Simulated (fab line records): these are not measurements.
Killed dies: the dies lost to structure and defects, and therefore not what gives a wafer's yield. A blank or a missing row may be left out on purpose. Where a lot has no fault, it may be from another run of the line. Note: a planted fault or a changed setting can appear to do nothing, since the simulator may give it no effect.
Which tool did it? ; flow nandHarc ; 72 wafers from 24 lots sampled at 5 of the route's 1159 steps

## WHAT EACH GAUGE READ, for each wafer
NHARC_P_M1_OVL_MEAS_10: pitch 260 nm. Usual: overlayXNm 0.0 nm, standard deviation 0.79; overlayYNm -0.2 nm, standard deviation 0.69.
lot;measured;on;overlayXNm (nm);overlayYNm (nm);flag
L074;day 6 02:52;overlay-02;1.0 0.8 0.3;1.0 1.1 1.0;
L075;day 6 15:56;overlay-02;-1.2 -0.7 -0.4;0.0 -0.2 -0.1;
L076;day 6 16:22;overlay-01;0.1 0.3 0.6;-0.1 0.1 0.0;
L077;day 6 18:02;overlay-01;0.1 -0.3 0.0;-0.7 -1.0 -0.9;
L079;day 7 08:41;overlay-02;0.2 0.5 -0.3;-1.5 -1.0 -1.4;
L078;day 7 09:34;overlay-01;-0.5 -0.8 -0.1;0.6 0.4 1.0;
L080;day 7 09:45;overlay-02;0.5 0.8 0.4;-0.4 -0.6 -0.4;
L081;day 7 16:53;overlay-02;0.0 -0.4 0.5;-0.5 -0.8 -0.5;
L083;day 8 03:13;overlay-02;-1.5 -1.1 -1.3;-1.3 -1.5 -1.2;
L082;day 8 05:58;overlay-01;-0.9 -1.0 -0.9;-0.4 0.1 0.5;
L085;day 8 17:05;overlay-01;0.1 0.3 0.0;-0.5 -0.5 -0.5;
L084;day 8 17:15;overlay-02;1.2 1.6 1.8;-0.1 0.0 0.4;
L086;day 9 05:52;overlay-02;-0.7 -0.2 -0.6;0.0 0.5 0.8;
L088;day 9 06:12;overlay-01;-0.2 -0.2 -0.9;0.6 0.5 0.7;
L087;day 9 07:02;overlay-02;1.6 2.0 1.6;-0.8 -0.9 -0.8;
L089;day 9 22:26;overlay-02;-0.7 -0.8 -0.2;0.3 0.1 0.2;
L090;day 9 22:58;overlay-01;0.0 -0.2 0.4;0.2 -0.1 0.6;
L092;day 10 08:11;overlay-01;1.1 1.4 0.9;-0.2 0.5 -1.1;
L091;day 10 08:59;overlay-01;-0.9 -0.3 -1.0;-1.5 -0.9 -1.8;
L093;day 10 12:46;overlay-02;1.0 0.8 0.6;0.4 0.7 0.7;
L094;day 11 00:49;overlay-02;-0.7 -0.8 -1.0;-0.3 -0.8 -0.3;
L095;day 11 05:17;overlay-02;-0.8 -0.4 -0.2;-0.7 -0.8 -0.4;
L097;day 11 10:11;overlay-02;-0.7 -0.9 -1.0;0.2 -0.1 0.2;
L096;day 11 11:17;overlay-01;-0.1 -0.6 0.0;0.3 0.1 -0.5;

NHARC_P_M2_THK_MEAS_24: measures by xrf. Usual: thkNm 144.6 nm, standard deviation 1.5.
lot;measured;on;thkNm (nm);flag
L074;day 6 09:35;filmMetro-02;142.2 146.3 143.6;
L075;day 6 22:58;filmMetro-02;144.7 145.1 143.9;
L076;day 6 23:14;filmMetro-02;146.1 143.8 145.4;
L077;day 7 00:37;filmMetro-02;144.0 146.4 146.0;
L079;day 7 15:29;filmMetro-02;145.7 148.7 147.2;
L078;day 7 16:39;filmMetro-01;142.8 146.8 146.6;
L080;day 7 16:41;filmMetro-01;143.7 144.2 146.6;
L081;day 7 23:35;filmMetro-01;146.0 145.5 143.6;
L083;day 8 09:48;filmMetro-02;143.5 145.3 143.4;
L082;day 8 12:44;filmMetro-01;142.6 142.0 144.0;
L085;day 8 23:56;filmMetro-01;146.3 146.1 146.0;
L084;day 9 00:07;filmMetro-01;144.6 144.2 146.0;
L086;day 9 12:56;filmMetro-01;143.6 142.8 144.5;
L088;day 9 13:19;filmMetro-01;143.6 148.0 144.1;
L087;day 9 13:44;filmMetro-01;144.2 145.2 144.0;
L089;day 10 05:11;filmMetro-01;140.1 145.6 146.5;
L090;day 10 06:04;filmMetro-02;145.4 144.6 145.0;
L092;day 10 15:44;filmMetro-02;145.6 145.3 147.6;
L091;day 10 15:58;filmMetro-01;145.2 145.7 148.1;
L093;day 10 19:49;filmMetro-01;142.6 144.8 142.9;
L094;day 11 07:29;filmMetro-02;144.1 143.0 143.6;
L095;day 11 12:13;filmMetro-02;142.5 144.1 144.3;
L097;day 11 17:08;filmMetro-01;144.4 146.1 145.9;
L096;day 11 17:59;filmMetro-02;147.9 146.3 145.3;

NHARC_A_ZERO_WELL_CD_MEAS_10: target cd 2000 nm. Usual: cdNm 1999.6 nm, standard deviation 1.5.
lot;measured;on;cdNm (nm);flag
L074;day 6 15:56;cdSem-01;2000.9 2000.5 2000.7;
L075;day 7 04:57;cdSem-03;2002.0 2000.6 2001.2;
L076;day 7 05:33;cdSem-02;1999.6 2000.7 1999.3;
L077;day 7 06:38;cdSem-03;1998.8 1999.1 1999.1;
L079;day 7 21:37;cdSem-02;2001.5 1999.9 1999.7;
L078;day 7 22:37;cdSem-01;2000.7 2000.8 2000.9;
L080;day 7 22:56;cdSem-03;2000.1 1999.9 1999.2;
L081;day 8 05:31;cdSem-02;1998.8 1998.7 1998.8;
L083;day 8 16:28;cdSem-01;2001.7 2001.3 2000.1;
L082;day 8 18:56;cdSem-03;2000.2 1999.8 2000.1;
L085;day 9 05:54;cdSem-03;1999.6 1996.4 1995.9;
L084;day 9 06:23;cdSem-02;1996.5 2000.6 1999.7;
L086;day 9 19:05;cdSem-02;1999.0 1998.3 1997.8;
L088;day 9 19:16;cdSem-03;1999.9 1998.0 1998.7;
L087;day 9 19:52;cdSem-03;2002.1 2003.4 2002.4;
L089;day 10 11:40;cdSem-01;1999.8 2000.8 2001.0;
L090;day 10 12:31;cdSem-02;1999.4 1997.8 1999.8;
L092;day 10 22:29;cdSem-02;2001.1 1999.8 2000.1;
L091;day 10 23:17;cdSem-03;1998.0 1999.2 1999.9;
L093;day 11 02:02;cdSem-01;2000.9 1999.1 2002.4;
L094;day 11 13:32;cdSem-03;1998.6 1997.2 1998.3;
L095;day 11 18:54;cdSem-03;2000.4 2000.2 1998.6;
L097;day 11 23:25;cdSem-03;1999.4 2000.3 2000.6;
L096;day 12 00:00;cdSem-02;1997.9 1997.8 1997.9;

NHARC_A_ONON_D1_THK_MEAS_08: measures by ellipsometry. Usual: thkNm 998 nm, standard deviation 8.7.
lot;measured;on;thkNm (nm);flag
L074;day 7 16:25;filmMetro-01;999 999 998;
L075;day 8 05:07;filmMetro-02;997 996 996;
L076;day 8 05:06;filmMetro-01;996 998 999;
L077;day 8 05:06;filmMetro-02;1006 1005 1007;
L079;day 8 21:37;filmMetro-01;1006 1007 1007;
L078;day 8 21:35;filmMetro-02;1008 1007 1005;
L080;day 8 21:35;filmMetro-01;1002 1004 1002;
L081;day 9 05:36;filmMetro-01;988 989 988;
L083;day 9 16:56;filmMetro-01;987 987 987;
L082;day 9 17:10;filmMetro-02;975 974 975;
L085;day 10 07:52;filmMetro-01;990 989 987;
L084;day 10 07:53;filmMetro-02;990 989 990;
L086;day 10 18:44;filmMetro-01;1003 1003 1003;
L088;day 10 18:53;filmMetro-01;1008 1007 1009;
L087;day 10 18:39;filmMetro-02;1005 1004 1005;
L089;day 11 12:43;filmMetro-02;996 995 995;
L090;day 11 12:42;filmMetro-01;1008 1004 1008;
L092;day 11 22:11;filmMetro-02;1004 1004 1005;
L091;day 11 22:24;filmMetro-01;1006 1009 1008;
L093;day 12 08:57;filmMetro-01;996 998 997;
L094;day 12 15:01;filmMetro-01;995 994 994;
L095;day 12 21:11;filmMetro-02;1002 1005 1001;
L097;day 12 21:16;filmMetro-01;987 989 987;
L096;day 12 21:28;filmMetro-02;1010 1010 1011;

NHARC_A_CHANNEL_HOLE_D1_CD_MEAS_10: target cd 100 nm. Usual: cdNm 100.1 nm, standard deviation 0.4.
lot;measured;on;cdNm (nm);flag
L074;day 8 06:18;cdSem-03;100.3 100.2 100.3;
L075;day 8 21:13;cdSem-03;100.6 100.3 100.1;
L076;day 8 22:04;cdSem-01;99.9 99.9 99.7;
L077;day 8 20:20;cdSem-03;100.2 100.5 100.3;
L079;day 9 12:04;cdSem-02;100.6 100.6 100.6;
L078;day 9 12:57;cdSem-01;100.7 100.0 99.9;
L080;day 9 12:16;cdSem-02;99.6 100.2 101.0;
L081;day 9 20:31;cdSem-03;99.5 100.2 99.8;
L083;day 10 07:56;cdSem-03;99.8 99.7 100.2;
L082;day 10 07:38;cdSem-01;100.4 100.7 100.4;
L085;day 10 22:47;cdSem-02;99.5 99.3 100.1;
L084;day 10 21:31;cdSem-03;100.2 99.2 100.1;
L086;day 11 10:54;cdSem-02;99.5 99.6 99.6;
L088;day 11 12:47;cdSem-02;99.6 100.0 100.0;
L087;day 11 11:07;cdSem-01;99.9 99.9 100.4;
L089;day 12 03:04;cdSem-03;100.2 100.4 100.0;
L090;day 12 02:26;cdSem-02;99.3 99.6 99.2;
L092;day 12 14:07;cdSem-01;100.0 100.6 100.2;
L091;day 12 12:23;cdSem-02;100.0 101.3 100.3;
L093;day 12 23:54;cdSem-03;99.5 100.3 100.1;
L094;day 13 04:41;cdSem-03;99.6 99.9 100.2;
L095;day 13 11:51;cdSem-02;100.6 100.2 100.1;
L097;day 13 13:34;cdSem-02;99.7 99.6 100.1;
L096;day 13 13:50;cdSem-02;100.2 100.6 100.2;

## EACH LOT AND THE TOOL THAT RAN IT (in order: tool; ch and the chambers of the sampled wafers; start)
The record shows no process step preceding these readings.

## AS READ BY THE TOOLS THEMSELVES (means over the sampled wafers that have a number; for cases with no such wafer, the mark the record gives instead)
The record holds no such reading with a usual standard deviation.

## THE ANSWER, worked out from the rows above alone
Rule: lot off if the mean of its wafers having a number is beyond 3 standard deviations from the usual mean. A lot without any number at a reading at which 4 lots or more have one is off too. Where the step has rows for the other lots, those lots are counted as sound. First the gauges in route order, then the tools' own readings, where a lot's mean is used as printed above. At the first step where some lot is off, the reading lying furthest off is the one used; lots without a number count as furthest.
No lot is off at any reading shown: from this, nothing can be told.

## WHAT HAD BEEN PUT IN BY THE SIMULATOR
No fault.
